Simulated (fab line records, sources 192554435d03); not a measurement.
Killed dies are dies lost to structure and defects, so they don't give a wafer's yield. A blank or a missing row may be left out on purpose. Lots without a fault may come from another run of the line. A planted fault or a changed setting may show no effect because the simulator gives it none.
fab line records | flow n5_finfet
record lots=8 wafers=23 last_day=18
route steps=1938 shown BEOL_M3@947 BEOL_M4@1111 PASSIVATION@1936
lots that met no fault: from a run of the same line without faults
start_h: hours from the record's first day to the start of the lot's first wafer shown | wait_h: hours since the lot's step before | " the same as in the row above | L1.1+2: a row that stands for several wafers | - no value, or no start given | * or withheld: withheld | < > ~ a bound
route shown NAME@n: a module of which the file shows steps, and the number in the route of the first | usual: mean/standard deviation of fault-free wafers | same: alike in all rows | chamber/n: place in a boat | sites: the reading at each site | _std_site: their standard deviation | _edge_site: outer sites' mean less inner sites' | radius_mm: how far each site lies from the wafer's centre | mask NAME#n: copy n | behind: the tool/chamber that last shaped the wafer | hold: why the lot was held/for how many hours/how that ended | device: the transistor (n, p or np) that didn't switch | end of line: the same wafers' tests at the end of the route | a step without rows: its recipe alone | killed: dies lost to structure and defects at the first sort, not the wafer's yield | map: a wafer's dies, x killed, . not, _ none there
set.NAME: the setting as run; set.NAME@STEP: as run at that earlier step | model.NAME: the simulator's own value behind a step, which no gauge read
steps of the route over a sample of lots; a table a step, a row a wafer
services: from which hour (start_h, from the record's first day; less than 0 if before it) a tool's chamber was out of use, for how many hours, and why
## steps
# step N5_BEOL_M3_DESCUM_16
# recipe chemistry=O2 time_s=7 source_power_w=50 bias_power_w=20 pressure_mtorr=20 rf_frequency_hz=2.712e+07 temp_c=40 resist=CAR-EUV o2_flow_sccm=225
# usual drypump_motor_current_A=5.7/0.41 oes_product_au=0.83/0.081 rf_vpp_V=243.6/1.1 showerhead_plenum_p_Torr=2.11/0.048 throttle_valve_pct=20.35/0.19
# same time_s=7
# columns lot.wafer tool chamber start_h wait_h drypump_motor_current_A oes_product_au rf_hours_counter_h rf_vpp_V showerhead_plenum_p_Torr throttle_valve_pct
L678.1 rie_diel-04 0 142.31 0.0 5.9 0.78 126 242.4 2.13 20.42
L678.3 " 2 " " 6.4 0.89 39 244.5 2.13 20.47
L678.6 " 2 " " 6.4 0.89 - 242.6 2.13 20.49
L680.1 rie_diel-04 0 177.21 0.1 5.9 0.77 137 244.0 2.12 20.42
L680.3 " 2 " " 6.3 0.87 46 244.4 2.13 20.47
L680.6 " 3 " " 5.7 0.87 - 243.6 2.11 20.33
L683.1 rie_diel-05 0 180.73 0.2 6.2 0.73 167 243.8 2.16 20.59
L683.3 " 2 " " 5.5 0.90 37 244.1 2.15 20.45
L683.4 " 1 " " 5.6 0.75 151 243.3 2.11 20.50
L685.1 rie_diel-04 0 192.08 0.0 5.9 0.77 141 243.5 2.12 20.42
L685.4 " 1 " " 5.4 0.94 13 241.4 2.03 20.11
L685.5 " 3 " " 5.7 0.88 - 241.5 2.11 20.34
L690.1 rie_diel-02 0 229.17 0.3 5.4 0.94 14 245.6 2.22 20.00
L690.3 " 1 " " 4.9 0.97 5 244.7 2.13 20.04
L690.4 " 3 " " 5.2 0.70 185 244.5 2.17 20.65
L695.3 rie_diel-04 1 252.23 0.0 5.4 0.89 31 243.7 2.03 20.14
L695.4 " 0 " " 5.9 0.75 157 244.2 2.12 20.46
L695.6 " 1 " " 5.3 0.89 - 242.8 2.03 20.14
L696.3 rie_diel-04 1 258.64 0.2 5.4 0.89 33 242.2 2.03 20.15
L696.4 " 0 " " 5.9 0.75 160 243.9 2.11 20.45
L696.6 " 0 " " 5.9 0.75 - 242.3 2.11 20.45
L700.5 rie_diel-02 1 283.19 0.2 4.9 0.92 - 244.4 2.12 20.06
L700.6 " 0 " " 5.3 0.90 - 244.8 2.22 20.03
# step N5_BEOL_M3_ETCH_63
# recipe chemistry=CF4 target=SiARC target_depth_a=156 mask_material=CAR-EUV time_s=26 ion_energy_ev=80 pressure_mtorr=40 source_w=545 bias_w=36 Ar_flow_sccm=100 cf4_flow_sccm=100 ends=cleared
# usual drypump_motor_current_A=5.7/0.41 etch_rf_on_time_s=26.1/0.53 mfc_ar_sccm=99.98/0.28 oes_product_au=0.71/0.068 rf_vpp_V=184.2/0.99 showerhead_plenum_p_Torr=2.17/0.051 throttle_valve_pct=15.53/0.2
# columns lot.wafer tool chamber start_h wait_h drypump_motor_current_A etch_rf_on_time_s mfc_ar_sccm oes_product_au rf_hours_counter_h rf_vpp_V showerhead_plenum_p_Torr throttle_valve_pct
L678.1 rie_diel-04 0 142.36 0.0 5.9 25.5 99.97 0.68 126 185.9 2.14 15.40
L678.3 " 2 " " 6.4 25.2 99.95 0.77 39 183.5 2.19 15.65
L678.6 " 2 " " 6.4 25.1 99.53 0.77 - 185.2 2.19 15.64
L680.1 rie_diel-04 0 177.26 0.0 5.9 25.9 99.79 0.66 137 184.6 2.14 15.42
L680.3 " 2 " " 6.4 25.5 100.13 0.75 46 185.4 2.19 15.65
L680.6 " 3 " " 5.7 26.5 100.17 0.74 - 182.7 2.19 15.67
L683.1 rie_diel-05 0 180.78 0.0 6.2 26.1 100.38 0.64 167 184.5 2.22 15.86
L683.3 " 2 " " 5.5 26.5 99.88 0.75 37 184.1 2.18 15.44
L683.4 " 1 " " 5.6 25.4 99.85 0.64 151 184.2 2.15 15.58
L685.1 rie_diel-04 0 192.13 0.0 5.9 25.6 99.90 0.67 141 183.9 2.14 15.45
L685.4 " 1 " " 5.4 25.8 99.78 0.79 13 182.9 2.09 15.26
L685.5 " 3 " " 5.7 26.7 100.14 0.73 - 184.5 2.19 15.68
L690.1 rie_diel-02 0 229.22 0.0 5.4 26.3 100.08 0.79 14 186.5 2.28 15.22
L690.3 " 1 " " 4.9 26.7 100.12 0.81 5 184.7 2.19 15.25
L690.4 " 3 " " 5.2 27.0 99.55 0.58 185 183.6 2.22 15.87
L695.3 rie_diel-04 1 252.28 0.0 5.4 25.6 99.81 0.77 31 183.5 2.08 15.32
L695.4 " 0 " " 5.9 25.8 99.99 0.64 157 183.2 2.13 15.46
L695.6 " 1 " " 5.4 25.4 100.05 0.76 - 185.7 2.08 15.32
L696.3 rie_diel-04 1 258.69 0.0 5.4 25.3 100.18 0.76 33 182.9 2.08 15.32
L696.4 " 0 " " 5.9 25.6 100.15 0.65 160 184.0 2.13 15.47
L696.6 " 0 " " 5.9 25.9 100.07 0.64 - 184.2 2.13 15.46
L700.5 rie_diel-02 1 283.23 0.0 4.9 26.6 100.21 0.76 - 184.5 2.18 15.30
L700.6 " 0 " " 5.4 26.2 100.09 0.76 - 186.7 2.27 15.25
# step N5_BEOL_M3_ETCH_64
# recipe chemistry=N2/H2 target=SOC target_depth_a=750 overetch_a=150 mask_material=SiARC temp_c=40 time_s=112.5 ion_energy_ev=200 pressure_mtorr=30 source_w=840 bias_w=150 n2_flow_sccm=200 h2_flow_sccm=200
# usual drypump_motor_current_A=5.7/0.41 oes_product_au=0.66/0.061 rf_vpp_V=524.8/1.9 showerhead_plenum_p_Torr=2.57/0.069 throttle_valve_pct=17.78/0.24
# same time_s=112.5
# columns lot.wafer tool chamber start_h wait_h drypump_motor_current_A oes_product_au rf_hours_counter_h rf_vpp_V showerhead_plenum_p_Torr throttle_valve_pct
L678.1 rie_diel-04 0 142.39 0.0 5.9 0.62 126 523.3 2.54 17.56
L678.3 " 2 " " 6.4 0.70 39 525.6 2.60 17.98
L678.6 " 2 " " 6.4 0.70 - 525.3 2.60 18.00
L680.1 rie_diel-04 0 177.29 0.0 5.9 0.61 137 525.1 2.54 17.57
L680.3 " 2 " " 6.4 0.68 46 525.5 2.60 18.03
L680.6 " 3 " " 5.8 0.70 - 526.5 2.61 17.98
L683.1 rie_diel-05 0 180.81 0.0 6.2 0.59 167 527.0 2.65 18.17
L683.3 " 2 " " 5.5 0.72 37 525.3 2.60 17.66
L683.4 " 1 " " 5.6 0.60 151 523.0 2.53 17.68
L685.1 rie_diel-04 0 192.16 0.0 5.9 0.61 141 525.7 2.53 17.59
L685.4 " 1 " " 5.3 0.73 13 522.5 2.49 17.66
L685.5 " 3 " " 5.7 0.69 - 526.0 2.61 17.97
L690.1 rie_diel-02 0 229.25 0.0 5.4 0.74 14 529.3 2.74 17.62
L690.3 " 1 " " 4.9 0.76 5 525.6 2.60 17.45
L690.4 " 3 " " 5.2 0.56 185 525.7 2.65 18.18
L695.3 rie_diel-04 1 252.31 0.0 5.4 0.70 31 520.7 2.48 17.69
L695.4 " 0 " " 5.9 0.59 157 524.3 2.53 17.63
L695.6 " 1 " " 5.3 0.70 - 522.6 2.48 17.71
L696.3 rie_diel-04 1 258.72 0.0 5.4 0.70 33 521.6 2.48 17.70
L696.4 " 0 " " 5.9 0.60 160 523.5 2.53 17.62
L696.6 " 0 " " 5.9 0.60 - 523.5 2.53 17.63
L700.5 rie_diel-02 1 283.30 0.1 4.9 0.72 - 526.6 2.59 17.50
L700.6 " 0 " " 5.4 0.71 - 527.4 2.73 17.66
# step N5_BEOL_M3_STRIP_19
# recipe chemistry=O2 power_w=400 temp_c=40 pressure_mtorr=30 rf_frequency_hz=6e+07 bias_power_w=0 overash_fraction=0.2 o2_flow_sccm=225
# usual drypump_motor_current_A=5.6/0.36 oes_product_au=0.83/0.085 rf_vpp_V=3.7/0.54 showerhead_plenum_p_Torr=2.12/0.045 throttle_valve_pct=16.63/0.19
# columns lot.wafer tool chamber start_h wait_h drypump_motor_current_A oes_product_au rf_hours_counter_h rf_vpp_V showerhead_plenum_p_Torr throttle_valve_pct
L678.1 rie_diel-05 3 142.67 0.1 5.6 0.94 10 3.8 2.07 16.51
L678.3 " 1 " " 5.6 0.76 142 3.1 2.12 16.68
L678.6 " 1 " " 5.6 0.77 - 3.0 2.12 16.68
L680.1 rie_diel-05 0 177.57 0.1 6.2 0.73 166 3.9 2.17 16.87
L680.3 " 3 " " 5.6 0.92 18 3.7 2.07 16.52
L680.6 " 1 " " 5.6 0.75 - 3.8 2.12 16.72
L683.1 rie_diel-05 0 181.08 0.1 6.2 0.73 168 3.6 2.17 16.88
L683.3 " 1 " " 5.6 0.75 151 3.6 2.12 16.70
L683.4 " 3 " " 5.6 0.90 19 3.2 2.07 16.49
L685.1 rie_diel-04 2 192.60 0.2 6.4 0.87 51 2.5 2.13 16.70
L685.4 " 0 " " 5.9 0.76 141 3.6 2.13 16.66
L685.5 " 0 " " 5.9 0.77 - 3.5 2.13 16.66
L690.1 rie_diel-02 3 229.65 0.2 5.2 0.70 185 3.6 2.17 16.89
L690.3 " 1 " " 4.9 0.97 6 4.3 2.13 16.26
L690.4 " 2 " " 5.6 0.74 176 3.7 2.11 16.62
L695.3 rie_diel-04 2 252.78 0.2 6.4 0.84 68 3.5 2.13 16.71
L695.4 " 0 " " 5.9 0.75 158 3.2 2.12 16.70
L695.6 " 0 " " 5.9 0.75 - 3.1 2.12 16.70
L696.3 rie_diel-05 3 259.01 0.1 5.6 0.87 40 3.4 2.06 16.54
L696.4 " 1 " " 5.6 0.73 178 3.2 2.11 16.75
L696.6 " 2 " " 5.5 0.87 - 3.0 2.15 16.66
L700.5 rie_diel-05 1 283.55 0.0 5.6 0.73 - 2.9 2.10 16.78
L700.6 " 2 " " 5.5 0.85 - 3.0 2.14 16.70
# step N5_BEOL_M3_INSPECT_30
# recipe mode=adi inspect_instrument=brightfield
# usual raw_defect_count=421/96
# columns lot.wafer tool chamber start_h wait_h raw_defect_count
L678.1 defect_inspect-02 - 143.15 0.1 399
L678.3 " - " " 494
L678.6 " - " " 349
L680.1 defect_inspect-02 - 178.18 0.1 577
L680.3 " - " " 377
L680.6 " - " " 577
L683.1 defect_inspect-02 - 181.56 0.1 483
L683.3 " - " " 396
L683.4 " - " " 484
L685.1 defect_inspect-02 - 193.08 0.1 408
L685.4 " - " " 407
L685.5 " - " " 554
L690.1 defect_inspect-02 - 230.26 0.1 509
L690.3 " - " " 450
L690.4 " - " " 1404
L695.3 defect_inspect-02 - 253.39 0.0 432
L695.4 " - " " 301
L695.6 " - " " 423
L696.3 defect_inspect-01 - 259.61 0.0 290
L696.4 " - " " 386
L696.6 " - " " 311
L700.5 defect_inspect-01 - 284.01 0.0 361
L700.6 " - " " 409
# step N5_BEOL_M4_RC_MEAS_101
# usual DIBL_N=35.7/1.5 DIBL_P=35.7/2 IOFF_N=0.155/0.026 IOFF_P=0.20/0.031 ION_N=675/11 ION_P=462/7.1 SS_N=71.3/0.57 SS_P=73.1/0.56 VT_N=250/3 VT_P=-251/3
# columns lot.wafer tool chamber start_h wait_h DIBL_N[mV/V] DIBL_P[mV/V] IOFF_N[nA/um] IOFF_P[nA/um] ION_N[uA/um] ION_P[uA/um] SS_N[mV/dec] SS_P[mV/dec] VT_N[mV] VT_P[mV]
L678.1 prober-02 0 175.87 0.0 36.7 36.3 0.153 0.21 667 459 71.6 72.7 251 -252
L678.3 " 0 " " 37.2 36.8 0.171 0.23 673 459 71.7 73.6 250 -249
L678.6 " 0 " " 35.3 34.4 0.142 0.18 666 461 71.2 72.6 252 -251
L680.1 prober-02 0 194.13 0.0 34.0 33.8 0.141 0.19 683 462 71.2 72.1 250 -250
L680.3 " 0 " " 36.0 37.2 0.186 0.26 685 468 71.9 73.3 245 -246
L680.6 " 0 " " 33.7 33.5 0.142 0.19 678 465 70.4 72.3 249 -250
L683.1 prober-01 0 198.41 0.0 32.8 32.8 0.124 0.17 669 460 71.5 72.4 251 -251
L683.3 " 0 " " 30.9 30.8 0.101 0.14 638 444 69.9 71.8 256 -255
L683.4 " 0 " " 34.8 34.6 0.152 0.19 676 460 71.7 72.7 247 -252
L685.1 prober-01 0 217.48 0.7 34.3 34.2 0.123 0.16 676 456 71.0 73.0 253 -253
L685.4 " 0 " " 31.8 31.0 0.089 0.13 667 460 70.7 72.3 259 -258
L685.5 " 0 " " 32.5 31.7 0.099 0.13 658 453 70.8 71.9 257 -258
L690.1 prober-01 0 252.89 0.0 35.4 35.9 0.176 0.23 693 478 71.7 73.7 246 -247
L690.3 " 0 " " 34.8 35.0 0.153 0.21 682 471 70.9 73.1 249 -248
L690.4 " 0 " " 34.9 34.9 0.155 0.21 678 470 70.7 73.3 248 -250
L695.3 prober-01 0 267.86 0.3 35.5 35.8 0.158 0.20 681 464 70.7 73.1 246 -251
L695.4 " 0 " " 37.5 39.5 0.209 0.26 700 476 71.8 73.2 242 -247
L695.6 " 0 " " 35.3 35.7 0.144 0.20 661 460 71.2 72.8 249 -250
L696.3 prober-02 0 293.25 0.3 33.4 34.3 0.121 0.14 668 450 71.4 72.9 253 -256
L696.4 " 0 " " 34.1 34.8 0.133 0.15 677 455 71.6 72.9 250 -257
L696.6 " 0 " " 34.6 35.3 0.136 0.15 677 456 71.7 72.8 250 -258
L700.5 prober-01 0 312.16 0.6 36.4 38.0 0.163 0.20 666 459 71.1 73.1 246 -252
L700.6 " 0 " " 37.0 39.4 0.172 0.22 676 464 71.1 73.1 249 -251
# step N5_PASSIVATION_PROBE_49
# usual defect_limited_yield=91.4/1.5 killed_at_M0_to_M3=34/10 killed_at_M4_up=15/6 killed_at_contacts=12/6 killed_at_front_end=37/11 killed_at_other=3.3/2.8 killed_dies=101/18 killed_open=66/14 killed_short=33/7.8 sort_bin_5_function=5.0/0.97 sort_bin_6_memory=3.2/0.72 sort_bin_8_speed=0.00/0.01 sort_n_pass=1079/18 sort_yield_pct=91.4/1.5
# same gross_dies=1180 killed_at_back_side=0 sort_bin_4_leakage[%]=0
# columns lot.wafer tool chamber start_h wait_h defect_limited_yield[%] killed_at_M0_to_M3 killed_at_M4_up killed_at_contacts killed_at_front_end killed_at_other killed_dies killed_open killed_short sort_bin_5_function[%] sort_bin_6_memory[%] sort_bin_8_speed[%] sort_n_pass sort_yield_pct[%]
L690.1 prober-02 - 365.83 0.0 89.9 42 12 11 53 1 119 78 41 5.0 4.8 0 1061 89.9
L690.3 prober-02 - 365.93 0.1 91.9 38 17 5 35 0 95 58 37 4.6 3.1 0 1085 91.9
L690.4 prober-02 - 365.98 0.2 80.0 166 8 1 58 3 236 64 34 11.3 4.9 0 944 80.0
L695.3 prober-02 - 387.74 0.1 93.7 17 12 7 37 1 74 45 29 3.7 2.4 0 1106 93.7
L695.4 prober-02 - 387.79 0.2 92.0 22 20 16 31 5 94 59 31 4.7 3.1 0 1086 92.0
L695.6 prober-02 - 387.89 0.3 90.3 21 17 20 55 1 114 76 33 6.1 3.5 0 1066 90.3
# killed by level:class
L690.1 FIN_SAQP:geometric_particle:short=12 FIN_SAQP:geometric_particle:open=11 DUMMY_GATE:geometric_particle:open=11 MOL_CONTACT_COAG:geometric_particle:open=11 BEOL_M0_SAQP:geometric_particle:open=11 BEOL_M3:geometric_particle:open=9 BEOL_M0_SAQP:geometric_particle:short=6 BEOL_M0:geometric_particle:short=5
L690.3 BEOL_M4:geometric_particle:open=10 FIN_SAQP:geometric_particle:short=9 BEOL_M0_SAQP:geometric_particle:open=9 BEOL_M3:geometric_particle:open=7 BEOL_M0_SAQP:geometric_particle:short=5 BEOL_M0:geometric_particle:open=5 DUMMY_GATE:geometric_particle:short=4 DUMMY_GATE:geometric_particle:open=4
L690.4 BEOL_M3:unspecified=138 FIN_SAQP:geometric_particle:short=15 FIN_SAQP:geometric_particle:open=12 DUMMY_GATE:geometric_particle:open=11 BEOL_M0_SAQP:geometric_particle:open=8 BEOL_M0:geometric_particle:open=5 BEOL_M1:geometric_particle:open=4 STI_FIN_REVEAL:geometric_particle:open=4
L695.3 STI_FIN_REVEAL:geometric_particle:open=9 STI_FIN_REVEAL:geometric_particle:short=6 BEOL_M4:geometric_particle:open=6 BEOL_M1:geometric_particle:open=5 MOL_CONTACT_COAG:geometric_particle:open=5 GATE_CUT:geometric_particle:short=4 BEOL_M2:geometric_particle:short=4 STARTING-WAFER:geometric_particle:open=4
L695.4 MOL_CONTACT_COAG:geometric_particle:open=13 STI_FIN_REVEAL:geometric_particle:open=11 BEOL_M4:geometric_particle:open=8 BEOL_M0_SAQP:geometric_particle:open=6 GATE_CUT:geometric_particle:short=5 BEOL_M2:geometric_particle:open=4 BEOL_M3:geometric_particle:open=4 MOL_CONTACT_COAG:geometric_particle:short=3
L695.6 STI_FIN_REVEAL:geometric_particle:open=21 MOL_CONTACT_COAG:geometric_particle:open=15 BEOL_M2:geometric_particle:open=7 BEOL_M1:geometric_particle:open=6 STI_FIN_REVEAL:geometric_particle:short=5 GATE_CUT:geometric_particle:short=5 MOL_CONTACT_COAG:geometric_particle:short=5 BEOL_M4:geometric_particle:open=5
## services
# columns tool chamber start_h hours kind
rie_diel-04 2 143.32 5.9 repair
rie_diel-04 - 144.48 0.2 repair
rie_diel-02 2 145.20 5.7 repair
rie_diel-02 0 162.78 - clean
rie_diel-02 0 162.78 - consumable_replace:focus_ring
rie_diel-02 0 162.78 - consumable_replace:showerhead
rie_diel-02 0 162.78 20.6 scheduled_down
rie_diel-02 0 162.78 20.6 vent_cycle
rie_diel-02 - 174.67 14.6 pm
rie_diel-02 1 189.27 - clean
rie_diel-02 1 189.27 - consumable_replace:focus_ring
rie_diel-02 1 189.27 21.8 scheduled_down
rie_diel-02 1 189.27 21.8 vent_cycle
rie_diel-02 0 190.78 2.9 repair
rie_diel-02 3 201.95 4.0 repair
rie_diel-05 3 210.20 15.3 repair
rie_diel-02 3 264.08 11.4 repair
rie_diel-02 - 271.71 2.8 pm
## key
first_sign step=N5_BEOL_M3_INSPECT_30 reading=raw_defect_count direction=up sigmas=10 usual=421 struck=1404
effect step=N5_PASSIVATION_PROBE_49 reading=killed_at_M0_to_M3 direction=up sigmas=13 usual=34 struck=166
more_kills_born_at N5_BEOL_M3_STRIP_19@rie_diel-02=138
met_at N5_BEOL_M3_STRIP_19
struck_lots L690
struck_wafers L690.4
not_acting_at N5_BEOL_M3_DESCUM_16,N5_BEOL_M3_ETCH_63,N5_BEOL_M3_ETCH_64
fault kind=chamber_particle_source tool=rie_diel-02 chamber=2 onset_h=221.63 steps=N5_BEOL_M3_STRIP_19 rate_per_visit_cm2=1.4438 end_h=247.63
